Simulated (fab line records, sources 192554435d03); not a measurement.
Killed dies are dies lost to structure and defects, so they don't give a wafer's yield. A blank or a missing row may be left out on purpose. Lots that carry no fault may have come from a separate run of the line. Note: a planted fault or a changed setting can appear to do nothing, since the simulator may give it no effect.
fab line records | flow n5Finfet | part 2 of 2: steps 5 to 6 of 6
record: lots: 23 | wafers: 69 | lastDay: 18
route steps=1938 shown BEOL_M13@1714 BEOL_M14@1716 BEOL_M15@1784
lots with no fault: from the same line, run without faults
startH: hours from the record's first day to the start of the lot's first wafer shown | waitH: hours from the lot's prior step to this one | " unchanged from the row above | L1.1+2: several wafers, shown together as one row | - either no value or no given start | * or withheld: withheld | < > ~ a bound
route shown NAME@n: NAME is a module with steps in the file, n the number in the route of the first one | usual: mean and standard deviation over wafers with no fault | same: alike in all rows | chamber/n: place in a boat | sites: readings site by site | _std_site: standard deviation of those values | _edge_site: outer sites' mean less inner sites' | radiusMm: how far each site lies from the wafer's centre | mask NAME#n: copy n | behind: the tool/chamber that last shaped the wafer | hold: what put the lot on hold/how long, in hours/how the hold closed | device: the transistor (n, p or np) that didn't switch | end of line: the route-end tests of the same wafers | for a step that has no rows: nothing shown but its recipe | killed: the dies lost at the first sort to structure and to defects; this is not the yield of the wafer | map: a wafer's dies, marking killed ones x, the rest . and places with no die _
set.NAME: the setting that was run; set.NAME@STEP: the one run at that earlier step | model.NAME: the simulator's own value behind a step, which no gauge read
one table for each step of the route and one row for each wafer, over a sample of lots
services: the hour from which a tool's chamber was out of use, counted from the record's first day as startH (under 0 if before that day), plus the number of hours and why
== steps ==
step: N5_BEOL_M15_DESCUM_15
recipe: chemistry: O2 | timeS: 7.9 | sourcePowerW: 50 | biasPowerW: 20 | pressureMtorr: 20 | rfFrequencyHz: 2.712e+07 | tempC: 40 | o2FlowSccm: 225
usual: drypumpMotorCurrentA: 5.7/0.47 | oesProductAu: 0.79/0.086 | rfFwdPowerW: 49.46/0.26 | rfVppV: 242.4/1.5 | showerheadPlenumPTorr: 2.04/0.069 | throttleValvePct: 20.32/0.29
same: timeS: 7.9
lot.wafer | tool       | chamber | startH | waitH | drypumpMotorCurrentA | oesProductAu | rfFwdPowerW | rfHoursCounterH | rfVppV | showerheadPlenumPTorr | throttleValvePct
L074.1    | rieDiel-04 | 1       | 254.59 | 0.0   | 6.1                  | 0.73         | 49.50       | 181             | 244.1  | 2.17                  | 20.33
L074.4    | "          | 3       | "      | "     | 5.8                  | 0.71         | 49.38       | 237             | 242.0  | 2.06                  | 20.64
L074.5    | "          | 3       | "      | "     | 5.8                  | 0.71         | 49.48       | -               | 241.7  | 2.06                  | 20.64
L075.2    | rieDiel-02 | 1       | 259.28 | 0.0   | 5.7                  | 0.74         | 49.15       | 160             | 239.9  | 1.92                  | 19.98
L075.4    | "          | 3       | "      | "     | 6.3                  | 0.91         | 49.22       | 20              | 243.8  | 2.13                  | 19.83
L075.6    | "          | 2       | "      | "     | 5.1                  | 0.90         | 49.91       | -               | 243.3  | 2.06                  | 19.99
L077.1    | rieDiel-03 | 3       | 273.58 | 0.0   | 6.2                  | 0.77         | 49.62       | 132             | 239.9  | 2.01                  | 20.47
L077.2    | "          | 2       | "      | "     | 6.2                  | 0.71         | 49.48       | 194             | 242.6  | 1.99                  | 20.39
L077.5    | "          | 1       | "      | "     | 4.7                  | 0.92         | 49.77       | -               | 245.0  | 2.13                  | 20.12
L076.1    | rieDiel-04 | 3       | 275.85 | 1.6   | 5.8                  | 0.71         | 49.28       | 240             | 243.3  | 2.06                  | 20.65
L076.2    | "          | 1       | "      | "     | 6.1                  | 0.73         | 50.02       | 189             | 243.2  | 2.17                  | 20.34
L076.4    | "          | 2       | "      | "     | 5.7                  | 0.91         | 49.63       | 23              | 243.0  | 2.04                  | 20.25
L078.2    | rieDiel-03 | 2       | 277.37 | 1.8   | 6.2                  | 0.72         | 49.52       | 196             | 240.4  | 1.99                  | 20.40
L078.4    | "          | 1       | "      | "     | 4.7                  | 0.92         | 49.36       | 26              | 244.0  | 2.13                  | 20.14
L078.6    | "          | 2       | "      | "     | 6.2                  | 0.72         | 49.77       | -               | 241.5  | 1.99                  | 20.39
L079.3    | rieDiel-03 | 0       | 282.87 | 0.9   | 6.1                  | 0.74         | 49.49       | 210             | 241.2  | 1.99                  | 20.64
L079.4    | "          | 2       | "      | "     | 6.2                  | 0.72         | 49.74       | 199             | 242.2  | 1.99                  | 20.41
L079.6    | "          | 1       | "      | "     | 4.8                  | 0.90         | 49.32       | -               | 246.4  | 2.13                  | 20.15
L080.3    | rieDiel-04 | 0       | 287.00 | 0.0   | 5.6                  | 0.66         | 50.02       | 239             | 243.8  | 2.06                  | 20.78
L080.5    | "          | 1       | "      | "     | 6.1                  | 0.73         | 49.87       | -               | 244.3  | 2.16                  | 20.35
L080.6    | "          | 2       | "      | "     | 5.7                  | 0.88         | 49.26       | -               | 243.4  | 2.04                  | 20.25
L081.2    | rieDiel-02 | 1       | 287.52 | 0.0   | 5.7                  | 0.74         | 48.77       | 166             | 240.3  | 1.92                  | 19.98
L081.3    | "          | 2       | "      | "     | 5.1                  | 0.91         | 49.77       | 29              | 242.5  | 2.06                  | 20.03
L081.4    | "          | 3       | "      | "     | 6.3                  | 0.90         | 49.20       | 25              | 243.4  | 2.13                  | 19.85
L083.1    | rieDiel-03 | 1       | 292.38 | 0.0   | 4.7                  | 0.91         | 49.33       | 33              | 244.8  | 2.13                  | 20.16
L083.2    | "          | 3       | "      | "     | 6.2                  | 0.76         | 49.53       | 141             | 243.1  | 2.01                  | 20.48
L083.3    | "          | 0       | "      | "     | 6.1                  | 0.72         | 49.89       | 213             | 241.3  | 1.99                  | 20.64
L082.2    | rieDiel-04 | 1       | 298.55 | 0.0   | 6.1                  | 0.73         | 49.69       | 199             | 244.2  | 2.16                  | 20.35
L082.4    | "          | 3       | "      | "     | 5.8                  | 0.71         | 49.61       | 250             | 242.4  | 2.06                  | 20.68
L082.6    | "          | 3       | "      | "     | 5.8                  | 0.71         | 49.50       | -               | 242.7  | 2.06                  | 20.69
L084.2    | rieDiel-03 | 3       | 310.90 | 0.0   | 6.2                  | 0.76         | 49.71       | 145             | 242.0  | 2.01                  | 20.49
L084.4    | "          | 2       | "      | "     | 6.2                  | 0.70         | 49.49       | 207             | 240.5  | 1.98                  | 20.43
L084.5    | "          | 1       | "      | "     | 4.7                  | 0.90         | 49.55       | -               | 242.5  | 2.13                  | 20.15
L085.1    | rieDiel-02 | 0       | 316.72 | 0.0   | 5.7                  | 0.72         | 49.35       | 184             | 242.0  | 2.08                  | 20.69
L085.3    | "          | 3       | "      | "     | 6.3                  | 0.88         | 49.25       | 35              | 244.8  | 2.12                  | 19.87
L085.5    | "          | 2       | "      | "     | 5.2                  | 0.88         | 49.85       | -               | 242.2  | 2.05                  | 20.01
L086.2    | rieDiel-02 | 0       | 320.83 | 0.0   | 5.7                  | 0.72         | 49.56       | 185             | 243.4  | 2.08                  | 20.68
L086.3    | "          | 3       | "      | "     | 6.3                  | 0.89         | 49.55       | 36              | 244.4  | 2.12                  | 19.87
L086.6    | "          | 3       | "      | "     | 6.2                  | 0.89         | 49.37       | -               | 243.0  | 2.12                  | 19.89
L087.1    | rieDiel-03 | 1       | 325.43 | 0.0   | 4.7                  | 0.88         | 49.62       | 43              | 243.4  | 2.12                  | 20.18
L087.3    | "          | 2       | "      | "     | 6.1                  | 0.69         | 49.85       | 213             | 243.1  | 1.98                  | 20.43
L087.6    | "          | 1       | "      | "     | 4.7                  | 0.89         | 49.52       | -               | 245.0  | 2.13                  | 20.17
L089.1    | rieDiel-03 | 3       | 335.56 | 0.0   | 6.2                  | 0.75         | 49.48       | 153             | 240.4  | 2.01                  | 20.51
L089.5    | "          | 1       | "      | "     | 4.7                  | 0.89         | 49.39       | -               | 243.0  | 2.12                  | 20.18
L089.6    | "          | 0       | "      | "     | 6.1                  | 0.73         | 49.58       | -               | 242.0  | 1.99                  | 20.68
L090.1    | rieDiel-02 | 3       | 338.82 | 0.2   | 6.3                  | 0.87         | 49.51       | 42              | 244.9  | 2.12                  | 19.88
L090.3    | "          | 1       | "      | "     | 5.7                  | 0.72         | 48.98       | 181             | 239.9  | 1.91                  | 20.02
L090.4    | "          | 0       | "      | "     | 5.7                  | 0.70         | 49.35       | 191             | 241.3  | 2.08                  | 20.70
L088.1    | rieDiel-02 | 3       | 343.41 | 0.0   | 6.3                  | 0.87         | 49.49       | 43              | 243.5  | 2.12                  | 19.88
L088.4    | "          | 2       | "      | "     | 5.2                  | 0.86         | 49.56       | 47              | 241.4  | 2.05                  | 20.04
L088.6    | "          | 3       | "      | "     | 6.3                  | 0.86         | 49.34       | -               | 243.3  | 2.12                  | 19.87
L093.1    | rieDiel-02 | 0       | 351.41 | 0.0   | 5.7                  | 0.70         | 49.38       | 195             | 244.7  | 2.08                  | 20.70
L093.3    | "          | 1       | "      | "     | 5.7                  | 0.72         | 48.98       | 185             | 240.2  | 1.91                  | 20.01
L093.4    | "          | 3       | "      | "     | 6.2                  | 0.86         | 49.34       | 46              | 244.3  | 2.12                  | 19.90
L091.2    | rieDiel-02 | 0       | 360.82 | 0.0   | 5.7                  | 0.70         | 49.48       | 198             | 244.1  | 2.07                  | 20.68
L091.5    | "          | 1       | "      | "     | 5.7                  | 0.73         | 48.90       | -               | 241.3  | 1.91                  | 20.01
L091.6    | "          | 2       | "      | "     | 5.2                  | 0.85         | 49.67       | -               | 243.8  | 2.05                  | 20.04
L092.1    | rieDiel-03 | 3       | 368.96 | 0.0   | 6.3                  | 0.75         | 49.37       | 162             | 243.1  | 2.00                  | 20.52
L092.2    | "          | 0       | "      | "     | 6.1                  | 0.72         | 49.57       | 236             | 242.5  | 1.98                  | 20.69
L092.4    | "          | 2       | "      | "     | 6.2                  | 0.70         | 49.47       | 225             | 241.6  | 1.98                  | 20.45
L095.3    | rieDiel-02 | 0       | 370.04 | 0.0   | 5.7                  | 0.70         | 49.39       | 202             | 242.7  | 2.07                  | 20.71
L095.4    | "          | 0       | "      | "     | 5.7                  | 0.70         | 49.40       | -               | 243.3  | 2.07                  | 20.70
L095.6    | "          | 3       | "      | "     | 6.2                  | 0.85         | 49.13       | -               | 245.1  | 2.12                  | 19.91
L096.1    | rieDiel-02 | 3       | 384.32 | 0.3   | 6.3                  | 0.85         | 49.33       | 58              | 243.5  | 2.11                  | 19.92
L096.4    | "          | 1       | "      | "     | 5.7                  | 0.71         | 48.82       | 197             | 241.3  | 1.91                  | 20.04
L096.5    | "          | 3       | "      | "     | 6.2                  | 0.84         | 49.13       | -               | 243.9  | 2.11                  | 19.92
L097.1    | rieDiel-03 | 3       | 398.99 | 0.0   | 6.2                  | 0.74         | 49.55       | 172             | 241.0  | 2.00                  | 20.54
L097.3    | "          | 0       | "      | "     | 6.1                  | 0.71         | 49.71       | 245             | 242.4  | 1.98                  | 20.72
L097.5    | "          | 2       | "      | "     | 6.2                  | 0.69         | 49.50       | -               | 240.8  | 1.97                  | 20.45
step: N5_BEOL_M15_ETCH_59
recipe: chemistry: N2/H2 | target: BARC | targetDepthA: 890 | overetchA: 267 | timeS: 67.9 | ionEnergyEv: 200 | pressureMtorr: 30 | sourceW: 840 | biasW: 150 | n2FlowSccm: 200 | h2FlowSccm: 200
usual: drypumpMotorCurrentA: 5.8/0.48 | oesProductAu: 0.67/0.069 | rfFwdPowerW: 833/3.3 | rfVppV: 522.2/2.6 | showerheadPlenumPTorr: 2.48/0.086 | throttleValvePct: 17.78/0.29
same: timeS: 67.9
lot.wafer | tool       | chamber | startH | waitH | drypumpMotorCurrentA | oesProductAu | rfFwdPowerW | rfHoursCounterH | rfVppV | showerheadPlenumPTorr | throttleValvePct
L074.1    | rieDiel-04 | 1       | 254.63 | 0.0   | 6.1                  | 0.63         | 835         | 181             | 527.4  | 2.64                  | 17.84
L074.4    | "          | 3       | "      | "     | 5.8                  | 0.61         | 831         | 237             | 523.9  | 2.50                  | 18.15
L074.5    | "          | 3       | "      | "     | 5.8                  | 0.61         | 833         | -               | 523.1  | 2.50                  | 18.13
L075.2    | rieDiel-02 | 1       | 259.31 | 0.0   | 5.7                  | 0.63         | 830         | 160             | 517.1  | 2.33                  | 17.45
L075.4    | "          | 3       | "      | "     | 6.3                  | 0.77         | 834         | 20              | 525.0  | 2.60                  | 17.45
L075.6    | "          | 2       | "      | "     | 5.2                  | 0.76         | 836         | -               | 522.7  | 2.48                  | 17.31
L077.1    | rieDiel-03 | 3       | 273.62 | 0.0   | 6.2                  | 0.66         | 839         | 132             | 521.4  | 2.44                  | 17.90
L077.2    | "          | 2       | "      | "     | 6.2                  | 0.61         | 835         | 194             | 521.6  | 2.43                  | 18.02
L077.5    | "          | 1       | "      | "     | 4.7                  | 0.78         | 835         | -               | 524.3  | 2.59                  | 17.55
L076.1    | rieDiel-04 | 3       | 275.89 | 0.0   | 5.9                  | 0.60         | 829         | 240             | 522.3  | 2.50                  | 18.14
L076.2    | "          | 1       | "      | "     | 6.1                  | 0.63         | 831         | 189             | 526.9  | 2.64                  | 17.86
L076.4    | "          | 2       | "      | "     | 5.7                  | 0.78         | 832         | 23              | 521.9  | 2.49                  | 17.72
L078.2    | rieDiel-03 | 2       | 277.40 | 0.0   | 6.2                  | 0.60         | 833         | 196             | 520.9  | 2.43                  | 18.02
L078.4    | "          | 1       | "      | "     | 4.7                  | 0.77         | 837         | 26              | 524.2  | 2.59                  | 17.56
L078.6    | "          | 2       | "      | "     | 6.2                  | 0.61         | 834         | -               | 519.2  | 2.43                  | 18.03
L079.3    | rieDiel-03 | 0       | 282.91 | 0.0   | 6.1                  | 0.63         | 833         | 210             | 520.6  | 2.41                  | 17.95
L079.4    | "          | 2       | "      | "     | 6.2                  | 0.61         | 837         | 199             | 520.9  | 2.42                  | 18.04
L079.6    | "          | 1       | "      | "     | 4.7                  | 0.77         | 835         | -               | 526.2  | 2.58                  | 17.55
L080.3    | rieDiel-04 | 0       | 287.03 | 0.0   | 5.6                  | 0.58         | 834         | 239             | 522.0  | 2.50                  | 18.21
L080.5    | "          | 1       | "      | "     | 6.1                  | 0.63         | 835         | -               | 525.0  | 2.64                  | 17.86
L080.6    | "          | 2       | "      | "     | 5.7                  | 0.77         | 837         | -               | 522.6  | 2.48                  | 17.74
L081.2    | rieDiel-02 | 1       | 287.56 | 0.0   | 5.7                  | 0.63         | 829         | 166             | 519.4  | 2.33                  | 17.48
L081.3    | "          | 2       | "      | "     | 5.2                  | 0.75         | 832         | 29              | 522.8  | 2.48                  | 17.32
L081.4    | "          | 3       | "      | "     | 6.3                  | 0.76         | 830         | 25              | 525.7  | 2.60                  | 17.46
L083.1    | rieDiel-03 | 1       | 292.42 | 0.0   | 4.7                  | 0.76         | 829         | 33              | 525.2  | 2.58                  | 17.56
L083.2    | "          | 3       | "      | "     | 6.2                  | 0.65         | 836         | 141             | 521.9  | 2.44                  | 17.92
L083.3    | "          | 0       | "      | "     | 6.1                  | 0.62         | 836         | 213             | 520.8  | 2.41                  | 17.94
L082.2    | rieDiel-04 | 1       | 298.59 | 0.0   | 6.1                  | 0.62         | 834         | 199             | 525.4  | 2.63                  | 17.87
L082.4    | "          | 3       | "      | "     | 5.8                  | 0.60         | 833         | 250             | 521.7  | 2.50                  | 18.15
L082.6    | "          | 3       | "      | "     | 5.8                  | 0.60         | 836         | -               | 521.5  | 2.50                  | 18.16
L084.2    | rieDiel-03 | 3       | 310.93 | 0.0   | 6.2                  | 0.65         | 833         | 145             | 520.7  | 2.44                  | 17.93
L084.4    | "          | 2       | "      | "     | 6.2                  | 0.61         | 834         | 207             | 519.9  | 2.42                  | 18.05
L084.5    | "          | 1       | "      | "     | 4.7                  | 0.76         | 829         | -               | 524.3  | 2.58                  | 17.56
L085.1    | rieDiel-02 | 0       | 316.76 | 0.0   | 5.7                  | 0.61         | 829         | 184             | 523.8  | 2.53                  | 18.18
L085.3    | "          | 3       | "      | "     | 6.3                  | 0.75         | 829         | 35              | 524.8  | 2.59                  | 17.49
L085.5    | "          | 2       | "      | "     | 5.2                  | 0.75         | 834         | -               | 522.1  | 2.47                  | 17.33
L086.2    | rieDiel-02 | 0       | 320.86 | 0.0   | 5.7                  | 0.61         | 833         | 185             | 523.2  | 2.53                  | 18.21
L086.3    | "          | 3       | "      | "     | 6.3                  | 0.75         | 831         | 36              | 524.4  | 2.59                  | 17.49
L086.6    | "          | 3       | "      | "     | 6.3                  | 0.74         | 834         | -               | 525.9  | 2.59                  | 17.48
L087.1    | rieDiel-03 | 1       | 325.47 | 0.0   | 4.7                  | 0.74         | 832         | 43              | 524.0  | 2.58                  | 17.57
L087.3    | "          | 2       | "      | "     | 6.2                  | 0.59         | 834         | 213             | 520.5  | 2.42                  | 18.04
L087.6    | "          | 1       | "      | "     | 4.7                  | 0.75         | 835         | -               | 526.5  | 2.58                  | 17.58
L089.1    | rieDiel-03 | 3       | 335.59 | 0.0   | 6.2                  | 0.65         | 839         | 153             | 520.5  | 2.44                  | 17.93
L089.5    | "          | 1       | "      | "     | 4.7                  | 0.75         | 837         | -               | 526.4  | 2.58                  | 17.58
L089.6    | "          | 0       | "      | "     | 6.1                  | 0.61         | 837         | -               | 519.8  | 2.40                  | 17.96
L090.1    | rieDiel-02 | 3       | 338.85 | 0.0   | 6.3                  | 0.73         | 836         | 42              | 525.3  | 2.59                  | 17.51
L090.3    | "          | 1       | "      | "     | 5.7                  | 0.62         | 828         | 181             | 517.9  | 2.33                  | 17.50
L090.4    | "          | 0       | "      | "     | 5.7                  | 0.61         | 831         | 191             | 523.9  | 2.52                  | 18.19
L088.1    | rieDiel-02 | 3       | 343.45 | 0.0   | 6.3                  | 0.73         | 834         | 43              | 525.6  | 2.59                  | 17.49
L088.4    | "          | 2       | "      | "     | 5.2                  | 0.73         | 836         | 47              | 522.0  | 2.47                  | 17.35
L088.6    | "          | 3       | "      | "     | 6.3                  | 0.73         | 835         | -               | 525.5  | 2.59                  | 17.50
L093.1    | rieDiel-02 | 0       | 351.44 | 0.0   | 5.7                  | 0.61         | 831         | 195             | 523.3  | 2.52                  | 18.22
L093.3    | "          | 1       | "      | "     | 5.7                  | 0.62         | 826         | 185             | 516.2  | 2.32                  | 17.50
L093.4    | "          | 3       | "      | "     | 6.3                  | 0.73         | 835         | 46              | 524.9  | 2.59                  | 17.51
L091.2    | rieDiel-02 | 0       | 360.86 | 0.0   | 5.7                  | 0.60         | 837         | 198             | 523.7  | 2.52                  | 18.22
L091.5    | "          | 1       | "      | "     | 5.7                  | 0.61         | 831         | -               | 518.9  | 2.32                  | 17.51
L091.6    | "          | 2       | "      | "     | 5.2                  | 0.72         | 838         | -               | 520.3  | 2.47                  | 17.37
L092.1    | rieDiel-03 | 3       | 369.00 | 0.0   | 6.2                  | 0.64         | 832         | 162             | 521.2  | 2.43                  | 17.96
L092.2    | "          | 0       | "      | "     | 6.1                  | 0.61         | 834         | 236             | 520.2  | 2.40                  | 17.98
L092.4    | "          | 2       | "      | "     | 6.2                  | 0.59         | 833         | 225             | 521.3  | 2.41                  | 18.08
L095.3    | rieDiel-02 | 0       | 370.08 | 0.0   | 5.7                  | 0.60         | 833         | 202             | 524.1  | 2.52                  | 18.23
L095.4    | "          | 0       | "      | "     | 5.7                  | 0.60         | 834         | -               | 523.2  | 2.52                  | 18.21
L095.6    | "          | 3       | "      | "     | 6.3                  | 0.72         | 837         | -               | 524.4  | 2.59                  | 17.51
L096.1    | rieDiel-02 | 3       | 384.36 | 0.0   | 6.3                  | 0.72         | 827         | 58              | 524.8  | 2.58                  | 17.52
L096.4    | "          | 1       | "      | "     | 5.7                  | 0.61         | 828         | 197             | 516.5  | 2.32                  | 17.53
L096.5    | "          | 3       | "      | "     | 6.3                  | 0.72         | 828         | -               | 524.8  | 2.58                  | 17.53
L097.1    | rieDiel-03 | 3       | 399.03 | 0.0   | 6.2                  | 0.64         | 836         | 172             | 520.2  | 2.43                  | 17.98
L097.3    | "          | 0       | "      | "     | 6.1                  | 0.61         | 837         | 245             | 519.9  | 2.40                  | 18.01
L097.5    | "          | 2       | "      | "     | 6.2                  | 0.59         | 833         | -               | 519.4  | 2.41                  | 18.12
== services ==
tool       | chamber | startH | hours | kind
rieDiel-06 | 0       | 248.46 | 12.2  | repair
rieDiel-04 | 2       | 250.08 | 2.5   | repair
rieDiel-06 | 2       | 253.30 | 11.7  | repair
rieDiel-04 | 3       | 257.50 | 8.1   | repair
pecvd-04   | 0       | 258.64 | 22.5  | repair
pecvd-03   | 2       | 267.62 | 5.0   | scheduledDown
rieDiel-02 | -       | 270.26 | 14.6  | pm
pecvd-02   | 2       | 274.35 | 22.4  | repair
pecvd-03   | 1       | 278.08 | 2.1   | scheduledDown
rieDiel-02 | -       | 289.47 | 0.3   | repair
pecvd-04   | 0       | 298.85 | 17.7  | repair
rieDiel-04 | 3       | 298.96 | -     | clean
rieDiel-04 | 3       | 298.96 | -     | consumableReplace:focusRing
pecvd-02   | 0       | 303.38 | 4.9   | repair
pecvd-04   | -       | 321.96 | 2.3   | repair
rieDiel-06 | 0       | 323.11 | 6.4   | repair
pecvd-03   | 2       | 328.02 | 2.1   | scheduledDown
rieDiel-05 | -       | 328.94 | 1.0   | repair
rieDiel-06 | 1       | 331.98 | 7.0   | repair
rieDiel-01 | 3       | 338.74 | 10.4  | repair
rieDiel-06 | 2       | 343.55 | 9.0   | repair
rieDiel-01 | 1       | 346.23 | 5.1   | repair
pecvd-03   | -       | 347.35 | 0.7   | repair
pecvd-02   | 1       | 375.39 | 12.3  | repair
